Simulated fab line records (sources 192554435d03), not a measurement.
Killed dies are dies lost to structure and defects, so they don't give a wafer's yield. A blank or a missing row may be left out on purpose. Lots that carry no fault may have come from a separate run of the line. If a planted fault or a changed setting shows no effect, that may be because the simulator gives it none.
fab line records || flow n5_finfet || part 2 of 2: steps 23 to 32 of 32
[record] {"lots": 5, "wafers": 15, "last_day": 17}
route steps=1938 shown BEOL_M6@1236 BEOL_M7@1263
lots untouched by any fault: they come from a run of this same line in which no faults occurred
start_h: hours from the record's first day to the start of the lot's first wafer shown || wait_h: how many hours have passed since the lot's step before this one || " as in the row above || L1.1+2: several wafers, shown together as one row || - no value present, or no start provided || * or withheld: withheld || < > ~ a bound
route shown NAME@n: names a module that has steps shown in the file, with the first one's number in the route || usual: average and standard deviation across the fault-free wafers || same: alike in all rows || chamber/n: place in a boat || sites: per-site readings || _std_site: standard deviation across them || _edge_site: outer sites' mean less inner sites' || radius_mm: how far each site lies from the wafer's centre || mask NAME#n: copy n || behind: the tool/chamber that last shaped the wafer || hold: what put the lot on hold/how long, in hours/how the hold closed || device: the transistor (n, p or np) that didn't switch || end of line: tests of these same wafers at the route's end || step lacking rows: just its recipe || killed: not the wafer's yield, but the dies lost to structure and defects at the first sort || map: a wafer's dies, x killed, . not, _ none there
set.NAME: setting as actually run; set.NAME@STEP: the setting as run at that earlier step || model.NAME: the simulator's own value behind a step, which no gauge read
lots seen at some steps along the route; tables by step, rows by wafer
services: the hour from which a tool's chamber was out of use, counted from the record's first day as start_h (under 0 if before that day), plus the number of hours and why
[[steps]]
[step N5_BEOL_M6_THK_MEAS_53]
[recipe] {"thk_meas_gauge": "xrf", "reads": "Cu_of_BEOL_M6_ECD_50"}
[usual] {"M6_THK": "79.6/1.8"}
{"lot.wafer": "L076.1", "tool": "film_metro-01", "chamber": "-", "start_h": 205.44, "wait_h": "-", "M6_THK[nm]": 80.3}
{"lot.wafer": "L076.4", "tool": "film_metro-01", "chamber": "-", "start_h": 205.44, "wait_h": "-", "M6_THK[nm]": 80.0}
{"lot.wafer": "L076.6", "tool": "film_metro-01", "chamber": "-", "start_h": 205.44, "wait_h": "-", "M6_THK[nm]": 81.2}
{"lot.wafer": "L080.2", "tool": "film_metro-01", "chamber": "-", "start_h": 228.09, "wait_h": "-", "M6_THK[nm]": 77.8}
{"lot.wafer": "L080.4", "tool": "film_metro-01", "chamber": "-", "start_h": 228.09, "wait_h": "-", "M6_THK[nm]": 78.8}
{"lot.wafer": "L080.6", "tool": "film_metro-01", "chamber": "-", "start_h": 228.09, "wait_h": "-", "M6_THK[nm]": 78.6}
{"lot.wafer": "L087.2", "tool": "film_metro-01", "chamber": "-", "start_h": 276.16, "wait_h": "-", "M6_THK[nm]": 76.5}
{"lot.wafer": "L087.3", "tool": "film_metro-01", "chamber": "-", "start_h": 276.16, "wait_h": "-", "M6_THK[nm]": 78.6}
{"lot.wafer": "L087.6", "tool": "film_metro-01", "chamber": "-", "start_h": 276.16, "wait_h": "-", "M6_THK[nm]": 78.9}
{"lot.wafer": "L092.3", "tool": "film_metro-01", "chamber": "-", "start_h": 305.08, "wait_h": "-", "M6_THK[nm]": 78.9}
{"lot.wafer": "L092.4", "tool": "film_metro-01", "chamber": "-", "start_h": 305.08, "wait_h": "-", "M6_THK[nm]": 76.3}
{"lot.wafer": "L092.5", "tool": "film_metro-01", "chamber": "-", "start_h": 305.08, "wait_h": "-", "M6_THK[nm]": 77.1}
{"lot.wafer": "L096.1", "tool": "film_metro-01", "chamber": "-", "start_h": 329.94, "wait_h": "-", "M6_THK[nm]": 79.9}
{"lot.wafer": "L096.4", "tool": "film_metro-01", "chamber": "-", "start_h": 329.94, "wait_h": "-", "M6_THK[nm]": 78.5}
{"lot.wafer": "L096.6", "tool": "film_metro-01", "chamber": "-", "start_h": 329.94, "wait_h": "-", "M6_THK[nm]": 79.0}
[step N5_BEOL_M6_PRE_CLEAN_55]
[recipe] {"gas": "NH3", "time_s": 15, "temp_c": "withheld", "rf_power_w": 300}
{"lot.wafer": "L076.1+4+6", "tool": "pecvd-04", "chamber": "0,2,0", "start_h": 205.48, "wait_h": 0.0}
{"lot.wafer": "L080.2+4+6", "tool": "pecvd-04", "chamber": "0,1,0", "start_h": 228.13, "wait_h": 0.0}
{"lot.wafer": "L087.2+3+6", "tool": "pecvd-01", "chamber": "0,2,1", "start_h": 276.19, "wait_h": 0.0}
{"lot.wafer": "L092.3+4+5", "tool": "pecvd-01", "chamber": "2,1,0", "start_h": 305.12, "wait_h": 0.0}
{"lot.wafer": "L096.1+4+6", "tool": "pecvd-02", "chamber": "2,1,2", "start_h": 329.98, "wait_h": 0.0}
[step N5_BEOL_M6_DEP_56]
[recipe] {"material": "SiCN", "target_thk_a": 100, "temp_c": "withheld", "precursor": "3MS/NH3", "pressure_torr": 3, "rf_w": 202, "time_s": 17.5}
[usual] {"showerhead_plenum_p_Torr": "3.659/0.013", "throttle_valve_pct": "8.8/0.48"}
{"lot.wafer": "L076.1", "tool": "pecvd-04", "chamber": 0, "start_h": 205.50, "wait_h": 0.0, "showerhead_plenum_p_Torr": 3.656, "throttle_valve_pct": 8.4}
{"lot.wafer": "L076.4", "tool": "pecvd-04", "chamber": 2, "start_h": 205.50, "wait_h": 0.0, "showerhead_plenum_p_Torr": 3.671, "throttle_valve_pct": 8.5}
{"lot.wafer": "L076.6", "tool": "pecvd-04", "chamber": 0, "start_h": 205.50, "wait_h": 0.0, "showerhead_plenum_p_Torr": 3.667, "throttle_valve_pct": 8.7}
{"lot.wafer": "L080.2", "tool": "pecvd-04", "chamber": 0, "start_h": 228.17, "wait_h": 0.0, "showerhead_plenum_p_Torr": 3.658, "throttle_valve_pct": 8.4}
{"lot.wafer": "L080.4", "tool": "pecvd-04", "chamber": 1, "start_h": 228.17, "wait_h": 0.0, "showerhead_plenum_p_Torr": 3.677, "throttle_valve_pct": 9.5}
{"lot.wafer": "L080.6", "tool": "pecvd-04", "chamber": 0, "start_h": 228.17, "wait_h": 0.0, "showerhead_plenum_p_Torr": 3.655, "throttle_valve_pct": 8.4}
{"lot.wafer": "L087.2", "tool": "pecvd-01", "chamber": 0, "start_h": 276.22, "wait_h": 0.0, "showerhead_plenum_p_Torr": 3.641, "throttle_valve_pct": 8.2}
{"lot.wafer": "L087.3", "tool": "pecvd-01", "chamber": 2, "start_h": 276.22, "wait_h": 0.0, "showerhead_plenum_p_Torr": 3.655, "throttle_valve_pct": 8.1}
{"lot.wafer": "L087.6", "tool": "pecvd-01", "chamber": 1, "start_h": 276.22, "wait_h": 0.0, "showerhead_plenum_p_Torr": 3.649, "throttle_valve_pct": 8.8}
{"lot.wafer": "L092.3", "tool": "pecvd-01", "chamber": 2, "start_h": 305.14, "wait_h": 0.0, "showerhead_plenum_p_Torr": 3.657, "throttle_valve_pct": 8.2}
{"lot.wafer": "L092.4", "tool": "pecvd-01", "chamber": 1, "start_h": 305.14, "wait_h": 0.0, "showerhead_plenum_p_Torr": 3.645, "throttle_valve_pct": 8.5}
{"lot.wafer": "L092.5", "tool": "pecvd-01", "chamber": 0, "start_h": 305.14, "wait_h": 0.0, "showerhead_plenum_p_Torr": 3.642, "throttle_valve_pct": 8.2}
{"lot.wafer": "L096.1", "tool": "pecvd-02", "chamber": 2, "start_h": 330.00, "wait_h": 0.0, "showerhead_plenum_p_Torr": 3.644, "throttle_valve_pct": 9.0}
{"lot.wafer": "L096.4", "tool": "pecvd-02", "chamber": 1, "start_h": 330.00, "wait_h": 0.0, "showerhead_plenum_p_Torr": 3.657, "throttle_valve_pct": 9.2}
{"lot.wafer": "L096.6", "tool": "pecvd-02", "chamber": 2, "start_h": 330.00, "wait_h": 0.0, "showerhead_plenum_p_Torr": 3.642, "throttle_valve_pct": 9.2}
[step N5_BEOL_M6_RS_MEAS_57]
[recipe] {"thk_meas_gauge": "four-point-probe", "reads": "Cu_of_BEOL_M6_ECD_50+Co_of_BEOL_M6_CVD_78+TaN_of_BEOL_M6_ALD_77"}
[usual] {"M6_RS": "0.285/0.0073"}
{"lot.wafer": "L076.1", "tool": "film_metro-02", "chamber": "-", "start_h": 205.57, "wait_h": 0.1, "M6_RS[ohm/sq]": 0.282}
{"lot.wafer": "L076.4", "tool": "film_metro-02", "chamber": "-", "start_h": 205.57, "wait_h": 0.1, "M6_RS[ohm/sq]": 0.283}
{"lot.wafer": "L076.6", "tool": "film_metro-02", "chamber": "-", "start_h": 205.57, "wait_h": 0.1, "M6_RS[ohm/sq]": 0.280}
{"lot.wafer": "L080.2", "tool": "film_metro-01", "chamber": "-", "start_h": 228.25, "wait_h": 0.1, "M6_RS[ohm/sq]": 0.292}
{"lot.wafer": "L080.4", "tool": "film_metro-01", "chamber": "-", "start_h": 228.25, "wait_h": 0.1, "M6_RS[ohm/sq]": 0.289}
{"lot.wafer": "L080.6", "tool": "film_metro-01", "chamber": "-", "start_h": 228.25, "wait_h": 0.1, "M6_RS[ohm/sq]": 0.289}
{"lot.wafer": "L087.2", "tool": "film_metro-01", "chamber": "-", "start_h": 276.29, "wait_h": 0.1, "M6_RS[ohm/sq]": 0.302}
{"lot.wafer": "L087.3", "tool": "film_metro-01", "chamber": "-", "start_h": 276.29, "wait_h": 0.1, "M6_RS[ohm/sq]": 0.290}
{"lot.wafer": "L087.6", "tool": "film_metro-01", "chamber": "-", "start_h": 276.29, "wait_h": 0.1, "M6_RS[ohm/sq]": 0.289}
{"lot.wafer": "L092.3", "tool": "film_metro-01", "chamber": "-", "start_h": 305.21, "wait_h": 0.1, "M6_RS[ohm/sq]": 0.283}
{"lot.wafer": "L092.4", "tool": "film_metro-01", "chamber": "-", "start_h": 305.21, "wait_h": 0.1, "M6_RS[ohm/sq]": 0.295}
{"lot.wafer": "L092.5", "tool": "film_metro-01", "chamber": "-", "start_h": 305.21, "wait_h": 0.1, "M6_RS[ohm/sq]": 0.290}
{"lot.wafer": "L096.1", "tool": "film_metro-02", "chamber": "-", "start_h": 330.07, "wait_h": 0.1, "M6_RS[ohm/sq]": 0.286}
{"lot.wafer": "L096.4", "tool": "film_metro-02", "chamber": "-", "start_h": 330.07, "wait_h": 0.1, "M6_RS[ohm/sq]": 0.292}
{"lot.wafer": "L096.6", "tool": "film_metro-02", "chamber": "-", "start_h": 330.07, "wait_h": 0.1, "M6_RS[ohm/sq]": 0.290}
[step N5_BEOL_M6_INSPECT_58]
[recipe] {"inspect_instrument": "darkfield", "mode": "post_dep"}
[usual] {"raw_defect_count": "73/23"}
{"lot.wafer": "L076.1", "tool": "defect_inspect-02", "chamber": "-", "start_h": 205.60, "wait_h": 0.0, "raw_defect_count": 69}
{"lot.wafer": "L076.4", "tool": "defect_inspect-02", "chamber": "-", "start_h": 205.60, "wait_h": 0.0, "raw_defect_count": 53}
{"lot.wafer": "L076.6", "tool": "defect_inspect-02", "chamber": "-", "start_h": 205.60, "wait_h": 0.0, "raw_defect_count": 103}
{"lot.wafer": "L080.2", "tool": "defect_inspect-01", "chamber": "-", "start_h": 228.28, "wait_h": 0.0, "raw_defect_count": 78}
{"lot.wafer": "L080.4", "tool": "defect_inspect-01", "chamber": "-", "start_h": 228.28, "wait_h": 0.0, "raw_defect_count": 128}
{"lot.wafer": "L080.6", "tool": "defect_inspect-01", "chamber": "-", "start_h": 228.28, "wait_h": 0.0, "raw_defect_count": 89}
{"lot.wafer": "L087.2", "tool": "defect_inspect-01", "chamber": "-", "start_h": 276.31, "wait_h": 0.0, "raw_defect_count": 91}
{"lot.wafer": "L087.3", "tool": "defect_inspect-01", "chamber": "-", "start_h": 276.31, "wait_h": 0.0, "raw_defect_count": 126}
{"lot.wafer": "L087.6", "tool": "defect_inspect-01", "chamber": "-", "start_h": 276.31, "wait_h": 0.0, "raw_defect_count": 119}
{"lot.wafer": "L092.3", "tool": "defect_inspect-01", "chamber": "-", "start_h": 305.24, "wait_h": 0.0, "raw_defect_count": 44}
{"lot.wafer": "L092.4", "tool": "defect_inspect-01", "chamber": "-", "start_h": 305.24, "wait_h": 0.0, "raw_defect_count": 44}
{"lot.wafer": "L092.5", "tool": "defect_inspect-01", "chamber": "-", "start_h": 305.24, "wait_h": 0.0, "raw_defect_count": 45}
{"lot.wafer": "L096.1", "tool": "defect_inspect-01", "chamber": "-", "start_h": 330.10, "wait_h": 0.0, "raw_defect_count": 54}
{"lot.wafer": "L096.4", "tool": "defect_inspect-01", "chamber": "-", "start_h": 330.10, "wait_h": 0.0, "raw_defect_count": 47}
{"lot.wafer": "L096.6", "tool": "defect_inspect-01", "chamber": "-", "start_h": 330.10, "wait_h": 0.0, "raw_defect_count": 39}
[step N5_BEOL_M7_ILD_DEP_00]
[recipe] {"material": "SiCOH_lowk", "target_thk_a": 1797.5, "temp_c": 300, "precursor": "DEMS/porogen", "pressure_torr": 5, "rf_w": 500, "time_s": 33.4}
[usual] {"heater_power_w": "274/37", "showerhead_plenum_p_Torr": "5.742/0.017", "throttle_valve_pct": "13.9/0.74"}
{"lot.wafer": "L076.1", "tool": "pecvd-03", "chamber": 0, "start_h": 205.63, "wait_h": 0.0, "heater_power_w": 350, "showerhead_plenum_p_Torr": 5.759, "throttle_valve_pct": 15.0}
{"lot.wafer": "L076.4", "tool": "pecvd-03", "chamber": 2, "start_h": 205.63, "wait_h": 0.0, "heater_power_w": 253, "showerhead_plenum_p_Torr": 5.730, "throttle_valve_pct": 13.3}
{"lot.wafer": "L076.6", "tool": "pecvd-03", "chamber": 1, "start_h": 205.63, "wait_h": 0.0, "heater_power_w": 271, "showerhead_plenum_p_Torr": 5.749, "throttle_valve_pct": 13.0}
{"lot.wafer": "L080.2", "tool": "pecvd-02", "chamber": 2, "start_h": 228.31, "wait_h": 0.0, "heater_power_w": 221, "showerhead_plenum_p_Torr": 5.724, "throttle_valve_pct": 13.9}
{"lot.wafer": "L080.4", "tool": "pecvd-02", "chamber": 0, "start_h": 228.31, "wait_h": 0.0, "heater_power_w": 288, "showerhead_plenum_p_Torr": 5.752, "throttle_valve_pct": 13.9}
{"lot.wafer": "L080.6", "tool": "pecvd-02", "chamber": 1, "start_h": 228.31, "wait_h": 0.0, "heater_power_w": 273, "showerhead_plenum_p_Torr": 5.727, "throttle_valve_pct": 14.2}
{"lot.wafer": "L087.2", "tool": "pecvd-04", "chamber": 2, "start_h": 276.35, "wait_h": 0.0, "heater_power_w": 266, "showerhead_plenum_p_Torr": 5.736, "throttle_valve_pct": 12.9}
{"lot.wafer": "L087.3", "tool": "pecvd-04", "chamber": 1, "start_h": 276.35, "wait_h": 0.0, "heater_power_w": 299, "showerhead_plenum_p_Torr": 5.753, "throttle_valve_pct": 14.6}
{"lot.wafer": "L087.6", "tool": "pecvd-04", "chamber": 0, "start_h": 276.35, "wait_h": 0.0, "heater_power_w": 300, "showerhead_plenum_p_Torr": 5.741, "throttle_valve_pct": 13.0}
{"lot.wafer": "L092.3", "tool": "pecvd-03", "chamber": 0, "start_h": 305.28, "wait_h": 0.0, "heater_power_w": 308, "showerhead_plenum_p_Torr": 5.772, "throttle_valve_pct": 15.3}
{"lot.wafer": "L092.4", "tool": "pecvd-03", "chamber": 1, "start_h": 305.28, "wait_h": 0.0, "heater_power_w": 232, "showerhead_plenum_p_Torr": 5.751, "throttle_valve_pct": 12.9}
{"lot.wafer": "L092.5", "tool": "pecvd-03", "chamber": 2, "start_h": 305.28, "wait_h": 0.0, "heater_power_w": 231, "showerhead_plenum_p_Torr": 5.724, "throttle_valve_pct": 13.7}
{"lot.wafer": "L096.1", "tool": "pecvd-02", "chamber": 0, "start_h": 330.14, "wait_h": 0.0, "heater_power_w": 327, "showerhead_plenum_p_Torr": 5.749, "throttle_valve_pct": 14.2}
{"lot.wafer": "L096.4", "tool": "pecvd-02", "chamber": 0, "start_h": 330.14, "wait_h": 0.0, "heater_power_w": 318, "showerhead_plenum_p_Torr": 5.743, "throttle_valve_pct": 14.2}
{"lot.wafer": "L096.6", "tool": "pecvd-02", "chamber": 2, "start_h": 330.14, "wait_h": 0.0, "heater_power_w": 220, "showerhead_plenum_p_Torr": 5.729, "throttle_valve_pct": 13.7}
[step N5_BEOL_M7_CURE_74]
[recipe] {"temp_c": 385, "time_s": 240, "ambient": "He/Ar", "material": "SiCOH_lowk"}
[usual] {"lamp_power_pct": "52.32/0.05", "wafer_temp_C_max": "387.1/0.77"}
{"lot.wafer": "L076.1", "tool": "uv_cure-02", "chamber": 1, "start_h": 205.70, "wait_h": 0.0, "lamp_power_pct": 52.33, "wafer_temp_C_max": 386.6}
{"lot.wafer": "L076.4", "tool": "uv_cure-02", "chamber": 1, "start_h": 205.70, "wait_h": 0.0, "lamp_power_pct": 52.34, "wafer_temp_C_max": 386.8}
{"lot.wafer": "L076.6", "tool": "uv_cure-02", "chamber": 1, "start_h": 205.70, "wait_h": 0.0, "lamp_power_pct": 52.25, "wafer_temp_C_max": 386.8}
{"lot.wafer": "L080.2", "tool": "uv_cure-01", "chamber": 1, "start_h": 228.91, "wait_h": 0.6, "lamp_power_pct": 52.32, "wafer_temp_C_max": 386.1}
{"lot.wafer": "L080.4", "tool": "uv_cure-01", "chamber": 1, "start_h": 228.91, "wait_h": 0.6, "lamp_power_pct": 52.34, "wafer_temp_C_max": 386.0}
{"lot.wafer": "L080.6", "tool": "uv_cure-01", "chamber": 1, "start_h": 228.91, "wait_h": 0.6, "lamp_power_pct": 52.28, "wafer_temp_C_max": 386.0}
{"lot.wafer": "L087.2", "tool": "uv_cure-01", "chamber": 1, "start_h": 276.50, "wait_h": 0.1, "lamp_power_pct": 52.35, "wafer_temp_C_max": 386.7}
{"lot.wafer": "L087.3", "tool": "uv_cure-01", "chamber": 1, "start_h": 276.50, "wait_h": 0.1, "lamp_power_pct": 52.27, "wafer_temp_C_max": 386.2}
{"lot.wafer": "L087.6", "tool": "uv_cure-01", "chamber": 1, "start_h": 276.50, "wait_h": 0.1, "lamp_power_pct": 52.33, "wafer_temp_C_max": 386.7}
{"lot.wafer": "L092.3", "tool": "uv_cure-01", "chamber": 0, "start_h": 305.50, "wait_h": 0.2, "lamp_power_pct": 52.27, "wafer_temp_C_max": 386.5}
{"lot.wafer": "L092.4", "tool": "uv_cure-01", "chamber": 0, "start_h": 305.50, "wait_h": 0.2, "lamp_power_pct": 52.26, "wafer_temp_C_max": 387.5}
{"lot.wafer": "L092.5", "tool": "uv_cure-01", "chamber": 0, "start_h": 305.50, "wait_h": 0.2, "lamp_power_pct": 52.28, "wafer_temp_C_max": 387.3}
{"lot.wafer": "L096.1", "tool": "uv_cure-01", "chamber": 1, "start_h": 330.25, "wait_h": 0.1, "lamp_power_pct": 52.30, "wafer_temp_C_max": 386.1}
{"lot.wafer": "L096.4", "tool": "uv_cure-01", "chamber": 1, "start_h": 330.25, "wait_h": 0.1, "lamp_power_pct": 52.36, "wafer_temp_C_max": 386.5}
{"lot.wafer": "L096.6", "tool": "uv_cure-01", "chamber": 1, "start_h": 330.25, "wait_h": 0.1, "lamp_power_pct": 52.33, "wafer_temp_C_max": 386.1}
[step N5_BEOL_M7_THK_MEAS_01]
[recipe] {"reads": "SiCOH_lowk_of_BEOL_M7_ILD_DEP_00"}
[usual] {"M7_ILD_THK": "155.7/2"}
{"lot.wafer": "L076.1", "tool": "film_metro-02", "chamber": "-", "start_h": 206.21, "wait_h": 0.4, "M7_ILD_THK[nm]": 156.7}
{"lot.wafer": "L076.4", "tool": "film_metro-02", "chamber": "-", "start_h": 206.21, "wait_h": 0.4, "M7_ILD_THK[nm]": 157.6}
{"lot.wafer": "L076.6", "tool": "film_metro-02", "chamber": "-", "start_h": 206.21, "wait_h": 0.4, "M7_ILD_THK[nm]": 158.3}
{"lot.wafer": "L080.2", "tool": "film_metro-02", "chamber": "-", "start_h": 229.34, "wait_h": 0.4, "M7_ILD_THK[nm]": 152.9}
{"lot.wafer": "L080.4", "tool": "film_metro-02", "chamber": "-", "start_h": 229.34, "wait_h": 0.4, "M7_ILD_THK[nm]": 155.7}
{"lot.wafer": "L080.6", "tool": "film_metro-02", "chamber": "-", "start_h": 229.34, "wait_h": 0.4, "M7_ILD_THK[nm]": 157.6}
{"lot.wafer": "L087.2", "tool": "film_metro-02", "chamber": "-", "start_h": 276.93, "wait_h": 0.4, "M7_ILD_THK[nm]": 155.6}
{"lot.wafer": "L087.3", "tool": "film_metro-02", "chamber": "-", "start_h": 276.93, "wait_h": 0.4, "M7_ILD_THK[nm]": 156.7}
{"lot.wafer": "L087.6", "tool": "film_metro-02", "chamber": "-", "start_h": 276.93, "wait_h": 0.4, "M7_ILD_THK[nm]": 157.3}
{"lot.wafer": "L092.3", "tool": "film_metro-01", "chamber": "-", "start_h": 305.85, "wait_h": 0.3, "M7_ILD_THK[nm]": 153.5}
{"lot.wafer": "L092.4", "tool": "film_metro-01", "chamber": "-", "start_h": 305.85, "wait_h": 0.3, "M7_ILD_THK[nm]": 155.7}
{"lot.wafer": "L092.5", "tool": "film_metro-01", "chamber": "-", "start_h": 305.85, "wait_h": 0.3, "M7_ILD_THK[nm]": 156.5}
{"lot.wafer": "L096.1", "tool": "film_metro-02", "chamber": "-", "start_h": 330.76, "wait_h": 0.4, "M7_ILD_THK[nm]": 151.4}
{"lot.wafer": "L096.4", "tool": "film_metro-02", "chamber": "-", "start_h": 330.76, "wait_h": 0.4, "M7_ILD_THK[nm]": 153.1}
{"lot.wafer": "L096.6", "tool": "film_metro-02", "chamber": "-", "start_h": 330.76, "wait_h": 0.4, "M7_ILD_THK[nm]": 156.7}
[step N5_BEOL_M7_PECVD_70]
[recipe] {"material": "SiO2", "target_thk_a": 200, "temp_c": 400, "precursor": "TEOS/O2", "pressure_torr": 5.5, "rf_w": 450, "teos_flow_sccm": 53.8, "gas": "O2", "flow_sccm": 3000, "time_s": 22.7}
[usual] {"heater_power_w": "655/68", "showerhead_plenum_p_Torr": "8.80/0.07", "throttle_valve_pct": "22.5/1.2"}
{"lot.wafer": "L076.1", "tool": "pecvd-04", "chamber": 0, "start_h": 206.25, "wait_h": 0.0, "heater_power_w": 741, "showerhead_plenum_p_Torr": 8.77, "throttle_valve_pct": 21.1}
{"lot.wafer": "L076.4", "tool": "pecvd-04", "chamber": 1, "start_h": 206.25, "wait_h": 0.0, "heater_power_w": 661, "showerhead_plenum_p_Torr": 8.84, "throttle_valve_pct": 23.4}
{"lot.wafer": "L076.6", "tool": "pecvd-04", "chamber": 0, "start_h": 206.25, "wait_h": 0.0, "heater_power_w": 744, "showerhead_plenum_p_Torr": 8.77, "throttle_valve_pct": 20.9}
{"lot.wafer": "L080.2", "tool": "pecvd-02", "chamber": 1, "start_h": 229.38, "wait_h": 0.0, "heater_power_w": 638, "showerhead_plenum_p_Torr": 8.77, "throttle_valve_pct": 23.4}
{"lot.wafer": "L080.4", "tool": "pecvd-02", "chamber": 1, "start_h": 229.38, "wait_h": 0.0, "heater_power_w": 648, "showerhead_plenum_p_Torr": 8.77, "throttle_valve_pct": 23.3}
{"lot.wafer": "L080.6", "tool": "pecvd-02", "chamber": 2, "start_h": 229.38, "wait_h": 0.0, "heater_power_w": 643, "showerhead_plenum_p_Torr": 8.69, "throttle_valve_pct": 22.1}
{"lot.wafer": "L087.2", "tool": "pecvd-03", "chamber": 1, "start_h": 276.97, "wait_h": 0.0, "heater_power_w": 597, "showerhead_plenum_p_Torr": 8.87, "throttle_valve_pct": 21.5}
{"lot.wafer": "L087.3", "tool": "pecvd-03", "chamber": 2, "start_h": 276.97, "wait_h": 0.0, "heater_power_w": 622, "showerhead_plenum_p_Torr": 8.74, "throttle_valve_pct": 21.8}
{"lot.wafer": "L087.6", "tool": "pecvd-03", "chamber": 1, "start_h": 276.97, "wait_h": 0.0, "heater_power_w": 610, "showerhead_plenum_p_Torr": 8.85, "throttle_valve_pct": 21.0}
{"lot.wafer": "L092.3", "tool": "pecvd-03", "chamber": 2, "start_h": 305.89, "wait_h": 0.0, "heater_power_w": 617, "showerhead_plenum_p_Torr": 8.71, "throttle_valve_pct": 21.9}
{"lot.wafer": "L092.4", "tool": "pecvd-03", "chamber": 1, "start_h": 305.89, "wait_h": 0.0, "heater_power_w": 558, "showerhead_plenum_p_Torr": 8.89, "throttle_valve_pct": 21.0}
{"lot.wafer": "L092.5", "tool": "pecvd-03", "chamber": 2, "start_h": 305.89, "wait_h": 0.0, "heater_power_w": 629, "showerhead_plenum_p_Torr": 8.73, "throttle_valve_pct": 22.2}
{"lot.wafer": "L096.1", "tool": "pecvd-02", "chamber": 2, "start_h": 330.80, "wait_h": 0.0, "heater_power_w": 617, "showerhead_plenum_p_Torr": 8.69, "throttle_valve_pct": 22.4}
{"lot.wafer": "L096.4", "tool": "pecvd-02", "chamber": 1, "start_h": 330.80, "wait_h": 0.0, "heater_power_w": 689, "showerhead_plenum_p_Torr": 8.76, "throttle_valve_pct": 22.9}
{"lot.wafer": "L096.6", "tool": "pecvd-02", "chamber": 0, "start_h": 330.80, "wait_h": 0.0, "heater_power_w": 670, "showerhead_plenum_p_Torr": 8.84, "throttle_valve_pct": 22.9}
[step N5_BEOL_M7_HM_DEP_02]
[recipe] {"material": "TiN", "target_thk_a": 200, "temp_c": 25, "chamber_pressure_pa": 0.49996}
[usual] {"throttle_valve_pct": "29.8/1.2"}
{"lot.wafer": "L076.1", "tool": "pvd_sputter-03", "chamber": "-", "start_h": 207.62, "wait_h": 1.4, "throttle_valve_pct": 30.9}
{"lot.wafer": "L076.4", "tool": "pvd_sputter-03", "chamber": "-", "start_h": 207.62, "wait_h": 1.4, "throttle_valve_pct": 30.9}
{"lot.wafer": "L076.6", "tool": "pvd_sputter-03", "chamber": "-", "start_h": 207.62, "wait_h": 1.4, "throttle_valve_pct": 29.3}
{"lot.wafer": "L080.2", "tool": "pvd_sputter-02", "chamber": "-", "start_h": 230.97, "wait_h": 1.6, "throttle_valve_pct": 29.6}
{"lot.wafer": "L080.4", "tool": "pvd_sputter-02", "chamber": "-", "start_h": 230.97, "wait_h": 1.6, "throttle_valve_pct": 31.2}
{"lot.wafer": "L080.6", "tool": "pvd_sputter-02", "chamber": "-", "start_h": 230.97, "wait_h": 1.6, "throttle_valve_pct": 28.5}
{"lot.wafer": "L087.2", "tool": "pvd_sputter-02", "chamber": "-", "start_h": 278.02, "wait_h": 1.0, "throttle_valve_pct": 29.8}
{"lot.wafer": "L087.3", "tool": "pvd_sputter-02", "chamber": "-", "start_h": 278.02, "wait_h": 1.0, "throttle_valve_pct": 28.3}
{"lot.wafer": "L087.6", "tool": "pvd_sputter-02", "chamber": "-", "start_h": 278.02, "wait_h": 1.0, "throttle_valve_pct": 28.4}
{"lot.wafer": "L092.3", "tool": "pvd_sputter-01", "chamber": "-", "start_h": 306.74, "wait_h": 0.8, "throttle_valve_pct": 27.6}
{"lot.wafer": "L092.4", "tool": "pvd_sputter-01", "chamber": "-", "start_h": 306.74, "wait_h": 0.8, "throttle_valve_pct": 29.8}
{"lot.wafer": "L092.5", "tool": "pvd_sputter-01", "chamber": "-", "start_h": 306.74, "wait_h": 0.8, "throttle_valve_pct": 31.4}
{"lot.wafer": "L096.1", "tool": "pvd_sputter-01", "chamber": "-", "start_h": 331.92, "wait_h": 1.1, "throttle_valve_pct": 29.8}
{"lot.wafer": "L096.4", "tool": "pvd_sputter-01", "chamber": "-", "start_h": 331.92, "wait_h": 1.1, "throttle_valve_pct": 30.0}
{"lot.wafer": "L096.6", "tool": "pvd_sputter-01", "chamber": "-", "start_h": 331.92, "wait_h": 1.1, "throttle_valve_pct": 30.2}
[[services]]
{"tool": "pecvd-04", "chamber": "-", "start_h": 180.72, "hours": 0.2, "kind": "repair"}
{"tool": "ecd_cu-01", "chamber": "-", "start_h": 186.21, "hours": 3.0, "kind": "repair"}
{"tool": "uv_cure-02", "chamber": "-", "start_h": 213.58, "hours": 11.4, "kind": "repair"}
{"tool": "rie_diel-03", "chamber": 1, "start_h": 217.32, "hours": 3.5, "kind": "repair"}
{"tool": "uv_cure-01", "chamber": "-", "start_h": 238.22, "hours": 2.1, "kind": "pm"}
{"tool": "wet_bench-01", "chamber": "-", "start_h": 245.79, "hours": 2.5, "kind": "repair"}
{"tool": "pecvd-02", "chamber": 2, "start_h": 252.11, "hours": 3.4, "kind": "repair"}
{"tool": "rie_diel-05", "chamber": 3, "start_h": 253.97, "hours": 1.8, "kind": "repair"}
{"tool": "pvd_sputter-03", "chamber": "-", "start_h": 254.06, "hours": 7.5, "kind": "repair"}
{"tool": "ecd_cu-01", "chamber": "-", "start_h": 255.95, "hours": 1.8, "kind": "repair"}
{"tool": "pecvd-02", "chamber": "-", "start_h": 257.22, "hours": 1.5, "kind": "repair"}
{"tool": "rie_diel-02", "chamber": 1, "start_h": 259.41, "hours": 3.0, "kind": "repair"}
{"tool": "uv_cure-01", "chamber": "-", "start_h": 262.91, "hours": 1.0, "kind": "pm"}
{"tool": "rie_diel-02", "chamber": 0, "start_h": 272.35, "hours": 6.4, "kind": "repair"}
{"tool": "rie_diel-03", "chamber": 3, "start_h": 272.91, "hours": 8.3, "kind": "repair"}
{"tool": "cmp-04", "chamber": "-", "start_h": 273.88, "hours": 2.7, "kind": "repair"}
{"tool": "cvd_co-02", "chamber": "-", "start_h": 276.15, "hours": 3.8, "kind": "pm"}
{"tool": "uv_cure-02", "chamber": "-", "start_h": 282.70, "hours": 0.8, "kind": "repair"}
{"tool": "uv_cure-02", "chamber": "-", "start_h": 290.68, "hours": 1.0, "kind": "pm"}
{"tool": "rie_diel-03", "chamber": 2, "start_h": 308.08, "hours": 2.5, "kind": "repair"}
{"tool": "rie_diel-03", "chamber": 3, "start_h": 308.34, "hours": 5.9, "kind": "repair"}
{"tool": "rie_diel-03", "chamber": 1, "start_h": 314.59, "hours": 8.3, "kind": "repair"}
{"tool": "pecvd-03", "chamber": 0, "start_h": 319.47, "hours": 18.6, "kind": "repair"}
{"tool": "cvd_co-02", "chamber": "-", "start_h": 322.79, "hours": 6.9, "kind": "pm"}
